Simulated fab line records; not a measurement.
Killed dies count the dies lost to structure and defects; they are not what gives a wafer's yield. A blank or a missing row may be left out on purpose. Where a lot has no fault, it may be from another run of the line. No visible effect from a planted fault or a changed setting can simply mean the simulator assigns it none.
Problem report, 8D (eight disciplines) form, completed by code / flow n5Finfet / the parts of the form that need people (team, actions taken, sign-off) are left out

## 1. THE PROBLEM
A mean of 57.03 s is read at N5_BEOL_M15_COAT_60 for runLengthS, taken on 1 wafer of 1 lot, against 66.15 s (standard deviation 0.18) on wafers free of any fault. That is -51 standard deviations from the usual mean.
The step: time 60 s, resist thk 89 nm.
Seen first at day 14 14:22 on lithoTrack-04, wafer L404.6. Wafers with a number at this step in the record: 35, from 13 lots. By rule, "out" or "out of limits" means more than 4 standard deviations away from the usual mean. The other wafers with a number count as sound.

## 2. WHAT IT IS AND WHAT IT IS NOT
question=which readings at this step | is=runLengthS, heaterPowerTotalW | is not=-
question=which lots | is=L404 | is not=L392, L393, L394, L395, L396, L397, L398, L407, L408, L410, L414, L415
question=which wafers of those lots | is=L404.6 | is not=L404.2, L404.4
question=read on which tools | is=lithoTrack-04 | is not=lithoTrack-01, lithoTrack-03
question=when | is=from day 14 14:22 | is not=up to then (21 sound wafers); but 13 sound wafers of L407, L408, L410, L414, L415 came after

## 3. SUSPECTS, AND WHAT RULES EACH OUT
Counting: a tool at a process step up to the reading stays a suspect if it ran every lot that is out. Sound lots after the first of them don't rule it out here, since some wafers of a struck lot are sound.
- rieDiel-05 at N5_BEOL_M15_ETCH_59 (etches BARC in N2/H2, target depth 89 nm, overetch 26.7 nm, time 67.9 s): kept. L404, the lot that is out, went through it at day 14 13:17; up to then, the latest sound lot through it was L393 at day 11 08:07.
- lithoTrack-04 at N5_BEOL_M15_COAT_60 (time 60 s, resist thk 89 nm): kept. L404, the lot that is out, went through it at day 14 14:22; up to then, the latest sound lot through it was L397 at day 12 20:33. On those wafers its own readings are out: heaterPowerTotalW, runLengthS.
- rieDiel-05, N5_BEOL_M15_ETCH_59: wafers that are out in chamber 1, sound lot-mates in chambers 0, 3.
Remaining after the count are rieDiel-05 at N5_BEOL_M15_ETCH_59 and lithoTrack-04 at N5_BEOL_M15_COAT_60.

## 4. THE CAUSE (what the simulator had put in)
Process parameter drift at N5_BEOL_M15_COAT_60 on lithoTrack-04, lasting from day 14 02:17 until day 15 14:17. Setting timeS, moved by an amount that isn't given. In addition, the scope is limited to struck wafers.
Of the 2 suspects that counting leaves, this tool is one.

## 5. SEQUENCE OF EFFECTS, ordered by route
Each row: a reading where the mean over the struck wafers with a number is more than 3 standard deviations away from the usual. Only readings whose record carries a usual standard deviation are examined. hours: median over the lots of the time between each lot's start at the first step of this table that gives one and its start at this step. sigmas: the change, counted in usual standard deviations.
hours=0; step=N5_BEOL_M15_COAT_60; reading=heaterPowerTotalW; usual=391.9 W; on struck wafers=431.4; change=+39.5; sigmas=+28
hours=0; step=N5_BEOL_M15_COAT_60; reading=runLengthS; usual=66.15 s; on struck wafers=57.03; change=-9.12; sigmas=-51
It contains these process steps:
- N5_BEOL_M15_COAT_60: time 60 s, resist thk 89 nm.
At these later measuring or inspecting steps, every struck wafer for which the step has a row has a number for every such reading, and none has moved that far: N5_BEOL_M15_OVL_MEAS_29.

## 6. HOW IT WOULD HAVE BEEN CAUGHT EARLIER
The fault began at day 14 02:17; the first out-of-limits reading in this record came at day 14 14:22, 12 hours later.
